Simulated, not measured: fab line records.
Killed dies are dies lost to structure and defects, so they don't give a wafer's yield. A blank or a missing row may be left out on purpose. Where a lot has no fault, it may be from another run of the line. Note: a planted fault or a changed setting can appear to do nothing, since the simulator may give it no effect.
Split-lot study + flow n5_finfet + 21 wafers read from 7 lots, route of 1938 steps

## THE SPLIT ITSELF
At N5_BEOL_M15_SPUTTER_43 (material TaN, target thk 15 nm, time 24.19 s), the setting power_w was moved away from the recipe's 15000 W on 7 of the 21 wafers read, by -13.5% to +15.1%. The other wafers ran this setting at the recipe's value.

The split's own step is where the reading is taken.

## THE READING
TaN_of_BEOL_M15_SPUTTER_43.thk_nm (the simulator's own value, which no gauge read), in nm, at N5_BEOL_M15_SPUTTER_43 (material TaN, target thk 15 nm, time 24.19 s). The file gives no usual value for it. Average 15.0 nm, standard deviation 0.23 nm, over the 14 wafers here run with the recipe.

| wafer  | tool, chamber at the split | power_w as run, W | against the recipe | TaN_of_BEOL_M15_SPUTTER_43.thk_nm, nm | against lot-mates on the recipe |
|--------|----------------------------|-------------------|--------------------|---------------------------------------|---------------------------------|
| L075.4 | pvd_sputter-02, -          | 15000             | recipe             | 15.4                                  | -                               |
| L075.5 | pvd_sputter-02, -          | 17270             | +15.1%             | 17.4                                  | +2.0                            |
| L075.6 | pvd_sputter-02, -          | 17270             | +15.1%             | 17.6                                  | +2.2                            |
| L080.2 | pvd_sputter-03, -          | 15000             | recipe             | 14.8                                  | -                               |
| L080.4 | pvd_sputter-03, -          | 12970             | -13.5%             | 13                                    | -1.8                            |
| L080.6 | pvd_sputter-03, -          | 12970             | -13.5%             | 13                                    | -1.8                            |
| L087.1 | pvd_sputter-03, -          | 15000             | recipe             | 14.8                                  | -                               |
| L087.5 | pvd_sputter-03, -          | 15000             | recipe             | 14.8                                  | -                               |
| L087.2 | pvd_sputter-03, -          | 16710             | +11.4%             | 16.6                                  | +1.8                            |
| L092.2 | pvd_sputter-02, -          | 15000             | recipe             | 15                                    | -                               |
| L092.4 | pvd_sputter-02, -          | 15000             | recipe             | 15                                    | -                               |
| L092.3 | pvd_sputter-02, -          | 15000             | recipe             | 15.2                                  | -                               |
| L091.1 | pvd_sputter-03, -          | 15000             | recipe             | 15.2                                  | -                               |
| L091.3 | pvd_sputter-03, -          | 15000             | recipe             | 15                                    | -                               |
| L091.5 | pvd_sputter-03, -          | 15000             | recipe             | 15                                    | -                               |
| L096.1 | pvd_sputter-01, -          | 16720             | +11.5%             | 16.8                                  | +1.6                            |
| L096.2 | pvd_sputter-01, -          | 16720             | +11.5%             | 16.8                                  | +1.6                            |
| L096.5 | pvd_sputter-01, -          | 15000             | recipe             | 15.2                                  | -                               |
| L095.1 | pvd_sputter-01, -          | 15000             | recipe             | 14.6                                  | -                               |
| L095.6 | pvd_sputter-01, -          | 15000             | recipe             | 14.6                                  | -                               |
| L095.4 | pvd_sputter-01, -          | 15000             | recipe             | 14.8                                  | -                               |

THE FIT
A straight line over all 21 wafers: TaN_of_BEOL_M15_SPUTTER_43.thk_nm changes by +0.156 nm for each +1% of power_w; r = +0.98; the points scatter about the line by 0.21 nm.
The same after taking each lot's own level away (the mean of its wafers on the recipe; 21 wafers): +0.139 nm for each +1%; r = +1.00; scatter 0.09 nm.
The reading moves by 2.1 nm for the largest change in power_w, on that fit.
Across the lots, their own levels run from 14.67 to 15.40 nm, a range of 3.2 times the standard deviation given above.
Hence the slope depends on the lot-to-lot level, as the two fits are not the same.
Check: +2.15 nm against its lot-mates is what the line predicts for one of the wafers moved furthest among these (+15.1%) when that wafer is left out of the fit. It came out at +2 nm against them.

## THE FILE'S OWN FIT
TaN_of_BEOL_M15_SPUTTER_43.thk_nm changes by +0.141 nm for each +1% of power_w, r = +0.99.
